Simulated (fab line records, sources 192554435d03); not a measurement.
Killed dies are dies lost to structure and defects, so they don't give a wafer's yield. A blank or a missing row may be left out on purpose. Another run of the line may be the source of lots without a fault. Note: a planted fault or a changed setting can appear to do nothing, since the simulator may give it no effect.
8D (eight disciplines) problem report, filled in by code    flow n5-finfet    the parts of the form that need people (team, actions taken, sign-off) are left out

## 1. PROBLEM STATEMENT
Wafers without a fault read 1500.0 rpm, standard deviation 1.1; spin-speed-rpm at N5_HKMG_FIN_COAT_30 reads a mean of 1464.1 rpm on 6 wafers belonging to 2 lots. Measured from the usual mean, that is -33 standard deviations.
The step: time 60 s, resist thk 35 nm.
Seen first at day 8 03:29 on litho-track-04, wafer L250.1. Wafers with a number at this step in the record: 12, from 4 lots. Rule for "out", or "out of limits": more than 4 standard deviations from the usual mean. Any other wafer with a number is counted as sound.

## 2. WHAT IT IS, AND WHAT IT ISN'T
question                     is                      is not
which readings at this step  spin-speed-rpm          chill-plate-temp-C
which lots                   L250, L251              L235, L246
which wafers of those lots   all that have a number  -
read on which tools          litho-track-04          -
when                         from day 8 03:29        up to then (6 sound wafers)

## 3. SUSPECTS, AND WHAT RULES EACH OUT
Counting: a tool at any process step up to the reading remains a suspect when it ran all the lots that are out and ran no sound lot after the first of those.
- litho-track-04 at N5_HKMG_FIN_COAT_30 (time 60 s, resist thk 35 nm): kept. All lots that are out passed through it, beginning with L250 at day 8 03:29, and no sound lot followed; its final sound lot before that point was L246 at day 7 06:26. Its own spin-speed-rpm readings are out on those wafers.
The count leaves litho-track-04 at N5_HKMG_FIN_COAT_30.

## 4. THE CAUSE (what the simulator had put in)
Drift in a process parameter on litho-track-04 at N5_HKMG_FIN_COAT_30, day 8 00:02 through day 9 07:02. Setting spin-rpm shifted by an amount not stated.
Only this tool survived the counting.

## 5. THE CHAIN OF EFFECTS, in route order
Each row: a reading whose mean over the struck wafers that have a number lies more than 3 standard deviations from the usual. Scope: only readings with a usual standard deviation given in the record; hours: median across lots of the time from each lot's start at the first step in this table that gives one to its start at this step; sigmas: change in usual standard deviations.
hours  step                 reading         usual       on struck wafers  change  sigmas
0      N5_HKMG_FIN_COAT_30  spin-speed-rpm  1500.0 rpm  1464.1            -35.9   -33
Its process steps:
- N5_HKMG_FIN_COAT_30: time 60 s, resist thk 35 nm.
Later steps that measure or inspect, where all struck wafers having a row at the step show a number for every such reading and not one has moved that far: N5_BEOL_M4_RC_MEAS_101.

## 6. HOW IT WOULD HAVE BEEN CAUGHT EARLIER
3 hours passed between the start of the fault at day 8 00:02 and the first reading out of limits in this record, taken at day 8 03:29.
